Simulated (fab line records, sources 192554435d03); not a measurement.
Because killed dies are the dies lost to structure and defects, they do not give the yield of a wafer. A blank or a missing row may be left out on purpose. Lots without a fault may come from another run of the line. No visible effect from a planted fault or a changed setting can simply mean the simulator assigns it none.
fab line records	flow n5_finfet	part 2 of 2: steps 4 to 6 of 6
[record] lots = 22	wafers = 66	last_day = 18
route steps=1938 shown SDB@358 HKMG_FIN@438 GATE_CUT@474
lots that met no fault: from a run of the same line without faults
start_h: the number of hours between the record's first day and the start of the first shown wafer of the lot	wait_h: hours since the lot's step before	" repeats the value in the row above	L1.1+2: a row that stands for several wafers	- no value, or no start given	* or withheld: withheld	< > ~ a bound
route shown NAME@n: NAME is a module with steps in the file, n the number in the route of the first one	usual: the fault-free wafers' mean and standard deviation	same: alike in all rows	chamber/n: place in a boat	sites: per-site readings	_std_site: their standard deviation	_edge_site: outer sites' mean less inner sites'	radius_mm: for every site, how far away it sits from the centre of the wafer	mask NAME#n: copy n	behind: tool/chamber where the wafer was last shaped	hold: reason for holding the lot/hours on hold/outcome of the hold	device: the n, p or np transistor that did not switch	end of line: the same wafers' tests at the end of the route	where a step has no rows: the recipe by itself	killed: at the first sort, the dies lost to defects and structure; wafer yield is something else	map: per-die view of a wafer (x killed, . not killed, _ where there is no die)
set.NAME: the setting that was run; set.NAME@STEP: the one run at that earlier step	model.NAME: the simulator's own value behind a step, which no gauge read
a sample of lots followed through the steps of the route, with each step as a table and each wafer as a row
services: from which hour (start_h, from the record's first day; less than 0 if before it) a tool's chamber was out of use, for how many hours, and why
[[steps]]
[step N5_HKMG_FIN_STRIP_92]
[recipe] chemistry = N2/H2	material = SOC	time_s = 20	power_w = 500	temp_c = 40	pressure_mtorr = 50	rf_frequency_hz = 6e+07	bias_power_w = 8	h2_frac = 0.5	n2_flow_sccm = 300	h2_flow_sccm = 300
[usual] chamber_pressure_mTorr = 49.99/0.069	drypump_motor_current_A = 5.7/0.44	oes_product_au = 0.76/0.058	power_w = 499.8/1.3	rf_vpp_V = 54.4/0.84	showerhead_plenum_p_Torr = 3.40/0.087	throttle_valve_pct = 18.86/0.28
lot.wafer	tool	chamber	start_h	wait_h	chamber_pressure_mTorr	drypump_motor_current_A	oes_product_au	power_w	rf_hours_counter_h	rf_vpp_V	showerhead_plenum_p_Torr	throttle_valve_pct
L074.2	rie_diel-03	0	76.20	0.1	49.96	5.3	0.85	497.7	69	55.4	3.53	18.38
L074.3	"	3	"	"	50.00	5.9	0.71	501.0	214	54.7	3.46	19.17
L074.4	"	1	"	"	49.93	5.4	0.79	499.7	106	53.3	3.39	18.70
L075.2	rie_diel-03	0	81.82	0.1	50.00	5.3	0.84	500.0	71	55.7	3.53	18.38
L075.4	"	1	"	"	49.98	5.4	0.78	499.3	107	54.4	3.39	18.70
L075.5	"	0	"	"	49.95	5.3	0.84	498.2	-	55.1	3.53	18.37
L076.1	rie_diel-03	1	89.17	0.1	50.00	5.4	0.79	498.3	110	56.1	3.39	18.71
L076.3	"	3	"	"	50.01	5.9	0.70	501.6	218	54.0	3.46	19.20
L076.4	"	2	"	"	49.94	5.2	0.80	498.0	136	57.1	3.35	18.62
L077.1	rie_diel-04	0	94.32	0.1	50.02	6.1	0.77	500.3	139	54.8	3.36	19.26
L077.4	"	1	"	"	50.00	6.0	0.89	500.1	14	54.1	3.44	18.81
L077.6	"	0	"	"	50.02	6.1	0.77	502.4	-	53.2	3.36	19.26
L079.1	rie_diel-01	1	107.61	0.1	49.96	5.1	0.73	501.1	210	54.7	3.48	18.91
L079.3	"	2	"	"	49.99	4.8	0.73	500.1	153	54.3	3.24	19.22
L079.5	"	1	"	"	49.95	5.1	0.72	500.0	-	56.2	3.48	18.92
L080.1	rie_diel-03	3	111.67	0.1	50.00	5.9	0.69	499.0	226	54.9	3.46	19.19
L080.2	"	2	"	"	50.06	5.2	0.80	499.4	143	53.2	3.34	18.62
L080.4	"	1	"	"	50.03	5.4	0.76	499.7	117	53.7	3.39	18.74
L081.1	rie_diel-04	3	122.50	0.1	50.00	6.0	0.73	499.4	186	53.8	3.46	18.86
L081.2	"	2	"	"	50.02	6.1	0.71	501.0	220	53.3	3.32	18.59
L081.3	"	1	"	"	49.94	6.0	0.88	497.5	25	56.0	3.43	18.83
L082.1	rie_diel-03	2	127.75	0.1	49.95	5.2	0.79	500.3	150	53.3	3.34	18.63
L082.2	"	0	"	"	50.01	5.3	0.82	499.0	88	53.9	3.52	18.39
L082.6	"	2	"	"	50.09	5.2	0.79	499.5	-	55.2	3.34	18.64
L083.1	rie_diel-04	3	136.35	0.1	50.03	5.9	0.73	499.8	192	53.7	3.46	18.89
L083.2	"	1	"	"	49.95	6.0	0.87	499.5	29	55.7	3.43	18.86
L083.4	"	0	"	"	49.96	6.1	0.75	498.1	156	53.6	3.35	19.27
L084.1	rie_diel-01	0	136.80	0.1	49.98	5.8	0.77	499.4	144	54.0	3.35	18.85
L084.3	"	3	"	"	49.95	6.2	0.88	498.2	28	54.7	3.55	18.49
L084.6	"	1	"	"	50.03	5.1	0.73	500.3	-	54.7	3.47	18.93
L085.2	rie_diel-01	1	145.38	0.1	49.97	5.1	0.71	499.5	225	54.0	3.47	18.94
L085.3	"	2	"	"	50.08	4.8	0.73	500.0	165	53.2	3.23	19.24
L085.6	"	0	"	"	49.99	5.8	0.77	498.1	-	53.6	3.35	18.86
L086.2	rie_diel-01	0	153.43	0.1	49.93	5.8	0.76	500.5	150	55.3	3.35	18.89
L086.3	"	1	"	"	50.01	5.1	0.72	498.7	229	55.6	3.47	18.96
L086.4	"	2	"	"	49.99	4.8	0.72	500.0	169	54.3	3.23	19.25
L087.2	rie_diel-01	3	156.06	0.1	50.06	6.2	0.87	498.6	35	54.1	3.54	18.49
L087.4	"	1	"	"	49.96	5.1	0.71	500.4	230	53.0	3.47	18.93
L087.6	"	3	"	"	50.03	6.2	0.87	499.4	-	55.0	3.54	18.50
L088.1	rie_diel-04	1	160.25	0.1	49.95	6.0	0.85	501.3	38	54.5	3.43	18.85
L088.2	"	0	"	"	49.97	6.1	0.74	498.2	165	54.4	3.35	19.29
L088.5	"	2	"	"	50.04	6.1	0.69	498.4	-	55.3	3.31	18.62
L089.1	rie_diel-04	3	167.03	0.1	50.02	6.0	0.72	498.9	203	54.7	3.45	18.90
L089.5	"	0	"	"	49.99	6.1	0.75	498.4	-	52.6	3.34	19.30
L089.6	"	3	"	"	49.96	6.0	0.72	501.0	-	54.7	3.45	18.89
L090.1	rie_diel-04	2	171.13	0.1	50.05	6.0	0.69	501.3	238	53.1	3.31	18.60
L090.3	"	1	"	"	49.95	6.0	0.85	499.3	40	55.2	3.43	18.86
L090.5	"	2	"	"	50.00	6.1	0.69	500.0	-	53.5	3.31	18.61
L091.2	rie_diel-04	2	178.67	0.1	49.98	6.1	0.69	499.5	240	54.3	3.31	18.61
L091.3	"	0	"	"	49.96	6.1	0.74	500.7	171	53.8	3.34	19.30
L091.4	"	3	"	"	50.03	5.9	0.72	496.6	207	54.0	3.45	18.90
L092.1	rie_diel-04	2	183.20	0.1	50.03	6.1	0.69	500.2	242	53.7	3.31	18.62
L092.2	"	3	"	"	49.95	5.9	0.72	502.7	209	54.3	3.45	18.89
L092.5	"	3	"	"	50.04	5.9	0.72	499.6	-	55.0	3.45	18.90
L093.2	rie_diel-03	2	190.76	0.1	49.96	5.2	0.77	500.5	172	53.1	3.33	18.67
L093.4	"	1	"	"	50.05	5.4	0.75	500.1	-	54.1	3.37	18.76
L093.6	"	2	"	"	50.02	5.2	0.77	499.3	-	55.7	3.33	18.68
L094.2	rie_diel-04	3	197.63	0.1	50.08	5.9	0.72	497.8	213	54.3	3.44	18.90
L094.5	"	2	"	"	49.95	6.1	0.69	497.5	-	53.1	3.31	18.63
L094.6	"	3	"	"	50.01	5.9	0.72	499.0	-	53.8	3.44	18.92
L096.1	rie_diel-01	3	208.45	0.1	50.02	6.1	0.85	498.4	48	56.0	3.54	18.53
L096.2	"	1	"	"	49.95	5.1	0.71	500.4	250	55.2	3.45	19.00
L096.3	"	0	"	"	50.00	5.9	0.75	499.9	171	53.4	3.34	18.90
L097.1	rie_diel-01	1	213.21	0.1	50.00	5.0	0.70	500.1	252	54.0	3.45	18.99
L097.4	"	3	"	"	50.06	6.2	0.86	498.2	50	55.0	3.54	18.52
L097.5	"	3	"	"	50.00	6.2	0.86	496.4	-	54.6	3.54	18.54
[step N5_GATE_CUT_PECVD_57]
[recipe] material = SiNx	target_thk_a = 210	temp_c = 400	precursor = SiH4/NH3/N2	pressure_torr = 1.5	rf_w = 300
[usual] heater_power_w = 852/100	showerhead_plenum_p_Torr = 5.16/0.058	throttle_valve_pct = 39.8/1.8
lot.wafer	tool	chamber	start_h	wait_h	heater_power_w	showerhead_plenum_p_Torr	throttle_valve_pct
L074.2	pecvd-04	2	84.74	1.1	948	5.22	36.9
L074.3	"	1	"	"	970	5.13	42.3
L074.4	"	0	"	"	928	5.15	38.1
L075.2	pecvd-03	0	92.08	1.1	592	5.00	41.4
L075.4	"	2	"	"	572	5.11	39.8
L075.5	"	0	"	"	595	5.00	41.6
L076.1	pecvd-04	2	99.11	1.1	864	5.22	36.7
L076.3	"	0	"	"	956	5.15	38.5
L076.4	"	0	"	"	931	5.16	38.4
L077.1	pecvd-03	2	101.85	1.1	618	5.11	39.9
L077.4	"	0	"	"	628	5.00	41.5
L077.6	"	2	"	"	615	5.09	40.0
L079.1	pecvd-01	2	114.70	1.1	864	5.26	39.1
L079.3	"	0	"	"	720	5.12	39.7
L079.5	"	0	"	"	675	5.13	39.9
L080.1	pecvd-04	2	118.64	1.1	826	5.21	37.0
L080.2	"	0	"	"	885	5.15	38.2
L080.4	"	2	"	"	824	5.21	36.9
L081.1	pecvd-01	1	129.73	1.1	907	5.17	41.3
L081.2	"	2	"	"	947	5.27	39.0
L081.3	"	0	"	"	751	5.12	39.9
L082.1	pecvd-04	1	135.09	1.1	965	5.11	42.4
L082.2	"	0	"	"	838	5.15	38.2
L082.6	"	1	"	"	991	5.11	41.9
L083.1	pecvd-03	0	143.25	1.1	599	5.01	41.5
L083.2	"	1	"	"	899	5.20	41.8
L083.4	"	1	"	"	909	5.20	41.7
L084.1	pecvd-04	1	143.95	1.1	914	5.12	42.0
L084.3	"	0	"	"	964	5.16	38.1
L084.6	"	0	"	"	957	5.17	38.1
L085.2	pecvd-01	1	152.16	1.1	799	5.18	41.1
L085.3	"	2	"	"	964	5.28	39.0
L085.6	"	2	"	"	942	5.25	38.8
L086.2	pecvd-04	1	160.25	1.1	908	5.13	42.4
L086.3	"	2	"	"	881	5.22	37.1
L086.4	"	0	"	"	844	5.14	38.2
L087.2	pecvd-04	0	162.82	1.1	943	5.15	38.2
L087.4	"	2	"	"	944	5.20	36.8
L087.6	"	1	"	"	840	5.13	42.4
L088.1	pecvd-04	2	167.16	1.1	827	5.23	36.7
L088.2	"	1	"	"	967	5.12	42.2
L088.5	"	1	"	"	970	5.11	42.0
L089.1	pecvd-04	2	174.07	1.1	827	5.22	36.8
L089.5	"	1	"	"	933	5.13	42.1
L089.6	"	0	"	"	946	5.16	38.2
L090.1	pecvd-01	0	177.91	1.1	727	5.13	40.1
L090.3	"	1	"	"	904	5.17	41.2
L090.5	"	2	"	"	864	5.25	39.2
L091.2	pecvd-01	1	185.74	1.1	885	5.18	41.2
L091.3	"	2	"	"	841	5.26	39.1
L091.4	"	2	"	"	854	5.26	39.2
L092.1	pecvd-04	2	193.29	1.1	946	5.21	37.0
L092.2	"	1	"	"	875	5.13	42.0
L092.5	"	0	"	"	977	5.15	38.1
L093.2	pecvd-01	1	198.02	1.1	936	5.17	41.1
L093.4	"	2	"	"	916	5.26	39.2
L093.6	"	0	"	"	717	5.14	40.1
L094.2	pecvd-04	1	204.45	1.1	906	5.12	42.2
L094.5	"	0	"	"	934	5.15	38.3
L094.6	"	1	"	"	915	5.12	42.3
L096.1	pecvd-01	1	216.96	1.1	887	5.18	41.0
L096.2	"	0	"	"	762	5.12	40.1
L096.3	"	1	"	"	887	5.19	41.5
L097.1	pecvd-01	1	220.14	1.1	895	5.18	41.1
L097.4	"	0	"	"	765	5.12	40.0
L097.5	"	0	"	"	775	5.13	40.4
[step N5_GATE_CUT_CD_MEAS_13]
[recipe] target_cd_nm = 20	landing_energy_ev = 500	detector = se_inlens
[usual] cd_nm = 20.10/0.27
lot.wafer	tool	chamber	start_h	wait_h	cd_nm
L074.2	cd_sem-03	0	85.60	-	20.21
L074.3	"	0	"	"	20.66
L074.4	"	0	"	"	20.65
L075.2	cd_sem-03	0	92.82	-	20.33
L075.4	"	0	"	"	20.06
L075.5	"	0	"	"	19.64
L076.1	cd_sem-02	0	99.97	-	19.83
L076.3	"	0	"	"	20.81
L076.4	"	0	"	"	20.41
L077.1	cd_sem-03	0	102.72	-	20.05
L077.4	"	0	"	"	20.11
L077.6	"	0	"	"	20.50
L079.1	cd_sem-02	0	115.56	-	20.20
L079.3	"	0	"	"	20.51
L079.5	"	0	"	"	19.94
L080.1	cd_sem-03	0	119.38	-	20.07
L080.2	"	0	"	"	20.28
L080.4	"	0	"	"	20.08
L081.1	cd_sem-02	0	130.59	-	20.30
L081.2	"	0	"	"	20.74
L081.3	"	0	"	"	20.19
L082.1	cd_sem-01	0	135.96	-	19.44
L082.2	"	0	"	"	19.69
L082.6	"	0	"	"	19.41
L083.1	cd_sem-01	0	144.11	-	19.85
L083.2	"	0	"	"	19.84
L083.4	"	0	"	"	20.19
L084.1	cd_sem-03	0	144.83	-	20.45
L084.3	"	0	"	"	20.15
L084.6	"	0	"	"	20.27
L085.2	cd_sem-02	0	153.03	-	20.15
L085.3	"	0	"	"	20.10
L085.6	"	0	"	"	20.30
L086.2	cd_sem-02	0	161.12	-	20.33
L086.3	"	0	"	"	20.07
L086.4	"	0	"	"	20.04
L087.2	cd_sem-02	0	163.69	-	19.79
L087.4	"	0	"	"	19.91
L087.6	"	0	"	"	19.95
L088.1	cd_sem-01	0	167.90	-	20.03
L088.2	"	0	"	"	20.28
L088.5	"	0	"	"	20.07
L089.1	cd_sem-01	0	174.94	-	20.17
L089.5	"	0	"	"	20.32
L089.6	"	0	"	"	20.16
L090.1	cd_sem-03	0	178.80	-	19.93
L090.3	"	0	"	"	19.81
L090.5	"	0	"	"	19.58
L091.2	cd_sem-01	0	186.48	-	20.49
L091.3	"	0	"	"	20.15
L091.4	"	0	"	"	20.42
L092.1	cd_sem-01	0	194.03	-	19.84
L092.2	"	0	"	"	19.84
L092.5	"	0	"	"	20.15
L093.2	cd_sem-01	0	198.89	-	20.06
L093.4	"	0	"	"	20.54
L093.6	"	0	"	"	19.98
L094.2	cd_sem-01	0	205.21	-	19.98
L094.5	"	0	"	"	19.88
L094.6	"	0	"	"	19.96
L096.1	cd_sem-01	0	217.85	-	19.96
L096.2	"	0	"	"	19.88
L096.3	"	0	"	"	20.17
L097.1	cd_sem-03	0	220.91	-	20.47
L097.4	"	0	"	"	20.23
L097.5	"	0	"	"	20.11
[[services]]
tool	chamber	start_h	hours	kind
rie_diel-01	3	43.78	-	clean
rie_diel-01	3	43.78	-	consumable_replace:focus_ring
rie_diel-01	3	43.78	-	consumable_replace:showerhead
rie_diel-01	3	43.78	15.0	scheduled_down
rie_diel-01	3	43.78	15.0	vent_cycle
rie_diel-01	0	51.63	3.6	repair
pecvd-01	-	83.17	6.0	pm
pecvd-01	-	89.86	14.6	pm
pecvd-04	-	92.00	5.5	pm
rie_diel-01	0	112.49	8.4	repair
pecvd-04	-	125.98	2.8	pm
rie_diel-03	-	150.21	4.3	pm
rie_diel-04	1	161.52	5.3	repair
pecvd-04	0	178.14	6.4	repair
rie_diel-03	3	180.27	-	clean
rie_diel-03	3	180.27	-	consumable_replace:focus_ring
rie_diel-03	3	180.27	28.1	scheduled_down
pecvd-01	-	191.71	0.4	repair
rie_diel-01	3	191.98	14.3	repair
rie_diel-04	2	210.28	-	clean
rie_diel-04	2	210.28	-	consumable_replace:focus_ring
rie_diel-04	2	210.28	22.0	scheduled_down
rie_diel-04	2	210.28	22.0	vent_cycle
rie_diel-03	-	211.67	1.7	repair
